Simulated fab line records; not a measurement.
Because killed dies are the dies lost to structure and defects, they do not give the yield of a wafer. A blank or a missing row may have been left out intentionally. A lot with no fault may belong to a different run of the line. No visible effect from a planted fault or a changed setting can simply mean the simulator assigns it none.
3 desks, one fault	flow n5 finfet	only its own numbers are on each desk; what lay behind them is given at the end

== METROLOGY DESK ==
Lot by lot, what the gauges showed, no matter which tool ran the lot: averages of those sampled wafers that carry a number. A lot is out of limits, marked OUT, if its mean lies more than 4 standard deviations from the usual mean; the brackets give that distance. Readings shown: 7 of its 10, picked as those furthest out on some lot.
Columns: A = DIBL_P at N5_BEOL_M4_RC_MEAS_101, usual 36.5 mV/V; B = IOFF_P at N5_BEOL_M4_RC_MEAS_101, usual 0.22 nA/um; C = ION_N at N5_BEOL_M4_RC_MEAS_101, usual 675 uA/um; D = ION_P at N5_BEOL_M4_RC_MEAS_101, usual 463 uA/um; E = SS_P at N5_BEOL_M4_RC_MEAS_101, usual 73.4 mV/dec; F = VT_N at N5_BEOL_M4_RC_MEAS_101, usual 249 mV; G = VT_P at N5_BEOL_M4_RC_MEAS_101, usual -250 mV
lot	first seen here	A	B	C	D	E	F	G
L204	day 8 08:25	36.3	0.19	664	454	73.3	251	-255
L212	day 10 19:06	38.0	0.26	687	470	73.2	245	-247
L210	day 10 21:26	35.3	0.19	659	455	73.6	251	-252
L219	day 13 03:48	36.3	0.22	667	462	73.0	248	-248
L221	day 13 04:44	35.1	0.17	672	457	73.2	253	-255
L222	day 14 01:32	39.1	0.21	679	462	74.1	250	-254
L224	day 14 18:22	34.5	0.16	678	460	73.2	252	-253
L227	day 14 21:04	34.3	0.19	659	461	72.3	253	-250
L226	day 15 01:47	37.9	0.25	688	469	73.9	245	-248
This desk found nothing out of limits on any of the 9 lots.

== AT THE TOOL OWNER'S DESK: rie diel-03 ==
The tool's own readings at N5_BEOL_M6_VIA_ETCH_34 (etches SiCOH lowk in C4F6/O2, target depth 126.3 nm, time 50.9 s): means of the sampled wafers that have a number, for each lot that ran on this tool. A lot is out of limits, marked OUT, if its mean lies more than 4 standard deviations from the usual mean; the brackets give that distance.
Columns: A = C4F6_flow_sccm at N5_BEOL_M6_VIA_ETCH_34, usual 9.993 sccm; B = O2_flow_sccm at N5_BEOL_M6_VIA_ETCH_34, usual 10.005 sccm; C = drypump motor current A at N5_BEOL_M6_VIA_ETCH_34, usual 5.5 A; D = oes product au at N5_BEOL_M6_VIA_ETCH_34, usual 0.81 a.u.; E = rf vpp V at N5_BEOL_M6_VIA_ETCH_34, usual 656 V; F = showerhead plenum p Torr at N5_BEOL_M6_VIA_ETCH_34, usual 2.85 Torr; G = throttle valve pct at N5_BEOL_M6_VIA_ETCH_34, usual 20.78 %
lot	first seen here	A	B	C	D	E	F	G
L219	day 13 21:09	10.009	10.002	5.7	0.86	652	2.89	20.73
L227	day 15 13:27	9.982	10.004	5.7	0.81	654	2.87	20.55
This desk found nothing out of limits on any of the 2 lots.

== THE DEFECT DESK ==
What the inspections along the route counted, lot by lot: means of the sampled wafers that have a number. A lot is out of limits, marked OUT, if its mean lies more than 4 standard deviations from the usual mean; the brackets give that distance.
Columns: A = raw defect count at N5_BEOL_M6_INSPECT_13, usual 399; B = raw defect count at N5_BEOL_M6_INSPECT_30, usual 405
lot	first seen here	A	B
L204	day 8 23:43	387	380
L212	day 11 12:01	443	404
L210	day 11 16:48	406	406
L219	day 13 18:42	360	396
L221	day 13 22:13	360	348
L222	day 14 17:13	468	521
L224	day 15 09:44	321	331
L227	day 15 11:16	326	329
L226	day 15 22:56	323	336
This desk found nothing out of limits on any of the 9 lots.

== ALL TOGETHER ==
Metrology desk: nothing out of limits seen.
The tool owner's desk saw nothing out of limits.
Nothing out of limits was seen by the defect desk.

== WHAT HAD BEEN PUT IN BY THE SIMULATOR ==
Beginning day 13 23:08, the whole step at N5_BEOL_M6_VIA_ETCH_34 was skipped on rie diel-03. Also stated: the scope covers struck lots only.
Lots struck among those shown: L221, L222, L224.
